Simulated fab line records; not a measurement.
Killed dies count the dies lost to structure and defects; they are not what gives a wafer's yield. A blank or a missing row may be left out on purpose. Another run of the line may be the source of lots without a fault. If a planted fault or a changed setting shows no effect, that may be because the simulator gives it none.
Chamber matching ; flow n5_finfet ; uv_cure-02 running N5_BEOL_M5_CURE_79: 3 sister chambers
The step cures SiCOH lowk, time 240 s. 27 wafers are shown with their chamber, then 12 later ones without.

## WAFERS, EACH WITH ITS CHAMBER
wafer;chamber;wafer_temp_C_max;lamp_power_pct (%)
L074.3;0;387.0;52.26
L074.5;0;386.7;52.23
L074.6;0;386.9;52.29
L077.2;1;385.9;52.37
L077.3;1;386.3;52.20
L077.4;1;386.3;52.31
L081.2;1;385.8;52.34
L081.4;1;385.9;52.36
L081.6;1;385.6;52.34
L080.1;0;386.3;52.33
L080.2;0;386.9;52.43
L080.3;0;386.1;52.26
L082.2;2;387.0;52.35
L082.3;2;386.5;52.36
L082.6;2;386.4;52.27
L085.4;0;385.8;52.24
L085.5;0;386.3;52.41
L085.6;0;385.9;52.27
L086.2;0;386.7;52.38
L086.4;0;386.8;52.31
L086.6;0;387.6;52.45
L088.1;2;387.0;52.32
L088.2;2;386.6;52.28
L088.3;2;387.2;52.38
L089.1;0;387.6;52.34
L089.3;0;386.8;52.28
L089.4;0;387.3;52.30

SIGNATURES, as means of the wafers listed above
reading;chamber 0;chamber 1;chamber 2;scatter within a chamber
wafer_temp_C_max;386.713;385.967;386.783;0.466
lamp_power_pct;52.3187;52.3200;52.3267;0.0638
Rule: for each reading, subtract the chamber's mean from the wafer's reading, divide by that reading's scatter and square the result; add these up over the readings and take the root, which gives the wafer's distance from the chamber. The wafer belongs to the nearest chamber; if the next one is less than 2 further off, it can't be placed. The scatter: the root of (the sum of the squares of (reading less its chamber's mean) over the shown wafers, divided by (wafers less chambers)).

## WAFERS WITH NO CHAMBER GIVEN
wafer;wafer_temp_C_max;lamp_power_pct (%)
L091.3;386.0;52.28
L091.4;386.2;52.30
L091.6;386.1;52.37
L090.2;386.7;52.28
L090.3;387.2;52.34
L090.5;387.4;52.27
L092.2;388.2;52.26
L092.4;387.4;52.28
L092.6;387.1;52.35
L094.1;385.8;52.26
L094.2;385.7;52.31
L094.3;386.3;52.25

## THE CHAMBER EACH PASSED THROUGH
wafer;from the rows above;in truth
L091.3;can't be placed: 1 or 0 or 2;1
L091.4;can't be placed: 1 or 0 or 2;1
L091.6;can't be placed: 1 or 0 or 2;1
L090.2;can't be placed: 0 or 2 or 1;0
L090.3;can't be placed: 2 or 0 or 1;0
L090.5;can't be placed: 2 or 0 or 1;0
L092.2;can't be placed: 2 or 0 or 1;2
L092.4;can't be placed: 2 or 0 or 1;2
L092.6;can't be placed: 2 or 0 or 1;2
L094.1;can't be placed: 1 or 0 or 2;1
L094.2;can't be placed: 1 or 0 or 2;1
L094.3;can't be placed: 1 or 0 or 2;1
Placed correctly: 0 of 12. These rows do not allow placing 12 (true chamber among the candidates in 12). Placed wrongly: 0.
